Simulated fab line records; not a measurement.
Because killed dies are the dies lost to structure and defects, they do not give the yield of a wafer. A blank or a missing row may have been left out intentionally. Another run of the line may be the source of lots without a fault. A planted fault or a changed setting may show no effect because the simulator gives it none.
What tool caused it? -- flow n5_finfet -- 8 lots, 23 wafers sampled, at 8 steps of a route of 1938

== WHAT THE GAUGES SHOWED, per wafer ==
N5_BEOL_M13_THK_MEAS_01. Usual: M13_ILD_THK gives 837 nm (standard deviation 9.4).
lot,measured,on,M13_ILD_THK (nm),flag
L439,day 12 05:06,film_metro-01,839 837 853,
L442,day 12 12:05,film_metro-02,834 852 841,
L440,day 12 13:41,film_metro-01,830 845 830,
L449,day 14 03:56,film_metro-01,823 822 828,
L454,day 14 23:26,film_metro-01,1289 846,OFF
L451,day 15 19:20,film_metro-02,1289 832 845,OFF
L461,day 18 03:52,film_metro-01,833 838 838,
L460,day 18 04:12,film_metro-01,835 859 847,

N5_BEOL_M13_INSPECT_12: inspects for defects (macro). Usual: 2.0 for raw_defect_count, sd 1.4.
lot,measured,on,raw_defect_count,flag
L439,day 12 05:35,defect_inspect-01,4 0 2,
L442,day 12 12:27,defect_inspect-01,2 1 1,
L440,day 12 14:10,defect_inspect-01,2 3 1,
L449,day 14 04:18,defect_inspect-02,4 5 4,
L454,day 14 23:55,defect_inspect-01,3 2,
L451,day 15 19:42,defect_inspect-02,2 4 2,
L461,day 18 04:21,defect_inspect-01,0 2 4,
L460,day 18 04:41,defect_inspect-01,1 1 1,

N5_BEOL_M13_CD_MEAS_17 targets a cd of 190 nm. Usual: 190.5 nm for cd_nm, sd 1.5.
lot,measured,on,cd_nm (nm),flag
L439,day 12 06:09,cd_sem-03,190.5 193.8 188.9,
L442,day 12 13:01,cd_sem-01,194.1 189.8 192.0,
L440,day 12 14:44,cd_sem-02,189.5 191.0 188.0,
L449,day 14 04:52,cd_sem-02,191.0 190.0 191.7,
L454,day 15 00:29,cd_sem-02,195.7 191.3,
L451,day 15 20:16,cd_sem-01,195.7 187.5 192.1,
L461,day 18 04:55,cd_sem-02,191.9 188.7 192.3,
L460,day 18 05:15,cd_sem-02,189.1 188.9 189.3,

== TOOL THAT RAN EACH LOT (tool first, then ch and the chambers of the sampled wafers, then the start) ==
lot,N5_BEOL_M12_VIA_ETCH_16,N5_BEOL_M12_STRIP_37,N5_BEOL_M13_ILD_DEP_00,N5_BEOL_M13_STRIP_63,N5_BEOL_M13_STRIP_64
L439,"rie_diel-04 ch 0,1,3, day 11 23:26","plasma_asher-01 ch 0,1, day 12 00:56","pecvd-03 ch 0,2, day 12 04:57","plasma_asher-02 ch 0,1, day 12 05:56","plasma_asher-02 ch 0,1, day 12 06:00"
L442,"rie_diel-03 ch 2,3, day 12 06:45","plasma_asher-01 ch 0,1, day 12 08:17","pecvd-03 ch 1,2, day 12 11:56","plasma_asher-01 ch 0,1, day 12 12:49","plasma_asher-01 ch 0,1, day 12 12:53"
L440,"rie_diel-01 ch 0,3, day 12 07:11","plasma_asher-01 ch 0,1, day 12 08:48","pecvd-04 ch 0,1, day 12 13:32","plasma_asher-01 ch 0,1, day 12 14:32","plasma_asher-01 ch 0,1, day 12 14:36"
L449,"rie_diel-04 ch 1,3, day 13 22:46","plasma_asher-02 ch 0,1, day 14 00:26","pecvd-03 ch 1,2, day 14 03:47","plasma_asher-01 ch 0,1, day 14 04:40","plasma_asher-01 ch 0,1, day 14 04:43"
L454,"rie_diel-01 ch 1,3, day 14 20:04","plasma_asher-02 ch 0,1, day 14 21:34","pecvd-03 ch 0,1, day 14 23:17","plasma_asher-01 ch 0,1, day 15 00:17","plasma_asher-01 ch 0,1, day 15 00:20"
L451,"rie_diel-03 ch 0,1,2, day 15 14:50","plasma_asher-02 ch 0,1, day 15 16:12","pecvd-03 ch 0,1,2, day 15 19:11","plasma_asher-02 ch 0,1, day 15 20:03","plasma_asher-02 ch 0,1, day 15 20:07"
L461,"rie_diel-04 ch 0,1,2, day 17 20:37","plasma_asher-02 ch 0, day 17 22:08","pecvd-01 ch 0,1, day 18 03:43","plasma_asher-02 ch 0,1, day 18 04:42","plasma_asher-02 ch 0,1, day 18 04:46"
L460,"rie_diel-01 ch 0,1, day 18 00:19","plasma_asher-02 ch 0,1, day 18 02:10","pecvd-04 ch 0,2, day 18 03:59","plasma_asher-02 ch 0,1, day 18 05:02","plasma_asher-02 ch 0,1, day 18 05:06"
- N5_BEOL_M12_VIA_ETCH_16: etches SiOC in C4F8/O2/Ar, target depth 724.8 nm.
- N5_BEOL_M12_STRIP_37: strips in N2/H2.
- N5_BEOL_M13_ILD_DEP_00: deposits SiOC from DEMS/O2, target thk 837.92 nm, time 166.4 s.
- N5_BEOL_M13_STRIP_63: strips in N2/H2.
- N5_BEOL_M13_STRIP_64: strips in N2/H2.

== WHAT THE TOOLS THEMSELVES READ (means of the sampled wafers that have a number; where no wafer has one, the mark that the record gives instead) ==
N5_BEOL_M12_VIA_ETCH_16. Usual: drypump_motor_current_A 5.5 A, standard deviation 0.3; mfc_ar_sccm 400.1 sccm, standard deviation 1.2; oes_product_au 0.75 a.u., standard deviation 0.074; rf_vpp_V 666 V, standard deviation 3.3; showerhead_plenum_p_Torr 3.45 Torr, standard deviation 0.13; throttle_valve_pct 24.05 %, standard deviation 0.25.
lot,tool,drypump_motor_current_A (A),mfc_ar_sccm (sccm),oes_product_au (a.u.),rf_vpp_V (V),showerhead_plenum_p_Torr (Torr),throttle_valve_pct (%),flag
L439,rie_diel-04,5.5,398.5,0.64,664,3.34,24.15,
L442,rie_diel-03,5.2,401.3,0.75,668,3.49,24.19,
L440,rie_diel-01,5.3,400.1,0.66,667,3.42,24.08,
L449,rie_diel-04,5.7,399.8,0.62,662,3.29,24.21,
L454,rie_diel-01,5.5,398.4,0.78,667,3.44,23.84,
L451,rie_diel-03,5.6,400.6,0.78,668,3.53,24.15,
L461,rie_diel-04,5.6,399.9,0.79,666,3.44,23.86,
L460,rie_diel-01,5.5,398.9,0.80,670,3.56,23.84,

N5_BEOL_M12_STRIP_37. Usual: drypump_motor_current_A 6.0 A, standard deviation 0.61; heater_power_w 335 W, standard deviation 28; oes_product_au 0.790 a.u., standard deviation 0.01.
lot,tool,drypump_motor_current_A (A),heater_power_w (W),oes_product_au (a.u.),flag
L439,plasma_asher-01,6.2,321,0.792,
L442,plasma_asher-01,6.2,317,0.796,
L440,plasma_asher-01,6.2,321,0.798,
L449,plasma_asher-02,6.0,361,0.788,
L454,plasma_asher-02,6.2,360,0.796,
L451,plasma_asher-02,6.4,364,0.786,
L461,plasma_asher-02,5.7,365,0.788,
L460,plasma_asher-02,6.3,367,0.793,

N5_BEOL_M13_ILD_DEP_00. Usual: heater_power_w 506 W, standard deviation 69; run_length_s 211.0 s, standard deviation 0.58; showerhead_plenum_p_Torr 5.691 Torr, standard deviation 0.015; throttle_valve_pct 12.2 %, standard deviation 0.61.
lot,tool,heater_power_w (W),run_length_s (s),showerhead_plenum_p_Torr (Torr),throttle_valve_pct (%),flag
L439,pecvd-03,481,211.4,5.689,11.7,
L442,pecvd-03,522,211.0,5.711,12.3,
L440,pecvd-04,495,210.8,5.662,12.1,
L449,pecvd-03,558,211.1,5.696,12.5,
L454,pecvd-03,488,256.6,5.684,12.6,OFF
L451,pecvd-03,498,241.5,5.696,12.3,OFF
L461,pecvd-01,486,211.1,5.693,12.3,
L460,pecvd-04,484,210.9,5.690,12.3,

N5_BEOL_M13_STRIP_63. Usual: drypump_motor_current_A 6.1 A, standard deviation 0.59; heater_power_w 340 W, standard deviation 27; oes_product_au 0.674 a.u., standard deviation 0.0053; strip_time_to_endpoint_s 28.0 s, standard deviation 1.1.
lot,tool,drypump_motor_current_A (A),heater_power_w (W),oes_product_au (a.u.),strip_time_to_endpoint_s (s),flag
L439,plasma_asher-02,6.0,361,0.676,28.1,
L442,plasma_asher-01,6.2,325,0.667,27.4,
L440,plasma_asher-01,6.2,324,0.674,28.6,
L449,plasma_asher-01,6.2,324,0.674,29.2,
L454,plasma_asher-01,5.9,320,0.450,13.3,OFF
L451,plasma_asher-02,6.0,364,0.527,18.8,OFF
L461,plasma_asher-02,6.4,358,0.672,28.2,
L460,plasma_asher-02,6.0,363,0.675,26.6,

N5_BEOL_M13_STRIP_64. Usual: drypump_motor_current_A 6.1 A, standard deviation 0.59; heater_power_w 340 W, standard deviation 27; oes_product_au 0.715 a.u., standard deviation 0.0048; strip_time_to_endpoint_s 31.32 s, standard deviation 0.081.
lot,tool,drypump_motor_current_A (A),heater_power_w (W),oes_product_au (a.u.),strip_time_to_endpoint_s (s),flag
L439,plasma_asher-02,6.0,368,0.717,31.25,
L442,plasma_asher-01,6.2,320,0.712,31.27,
L440,plasma_asher-01,6.2,319,0.716,31.40,
L449,plasma_asher-01,6.2,329,0.714,31.23,
L454,plasma_asher-01,5.9,324,0.676,22.86,OFF
L451,plasma_asher-02,6.0,364,0.681,25.24,OFF
L461,plasma_asher-02,6.4,361,0.710,31.39,
L460,plasma_asher-02,6.0,364,0.715,31.35,

== THE ANSWER, worked out from the rows above alone ==
Rule: a lot is off if the mean of its wafers that have a number lies more than 3 standard deviations from the usual mean. Also off: a lot with no number at a reading for which 4 or more lots have one. Where the step has rows for the other lots, those lots are counted as sound. Order of review: gauges by route order, followed by the tools' own readings, for which a lot's mean as printed above is used. At the first step where some lot is off, the reading lying furthest off is the one used; lots without a number count as furthest.
Off: at N5_BEOL_M13_THK_MEAS_01 (M13_ILD_THK), L454, L451.
A tool fits if, at a process step before that reading, it ran every lot that is off, and no sound lot after the first of them. The gauges at N5_BEOL_M13_THK_MEAS_01 aren't tried: what is off there is off at N5_BEOL_M13_ILD_DEP_00 too, on other tools, and a gauge's error can't cause that. One fits: pecvd-03 at N5_BEOL_M13_ILD_DEP_00. Its last sound lot is L449 (day 14 03:47), its first lot that is off L454 (day 14 23:17): a fault that began between those two fits.
On the lots that are off, the tool's own readings at N5_BEOL_M13_ILD_DEP_00 differ by more than 5 times the standard deviation of the sound lots' means, which bears it out; run_length_s reads 249.1 s there versus 211.1 s on the sound lots.

== WHAT THE SIMULATOR PUT IN ==
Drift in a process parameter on pecvd-03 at N5_BEOL_M13_ILD_DEP_00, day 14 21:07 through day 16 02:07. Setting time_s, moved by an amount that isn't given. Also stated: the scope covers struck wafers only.
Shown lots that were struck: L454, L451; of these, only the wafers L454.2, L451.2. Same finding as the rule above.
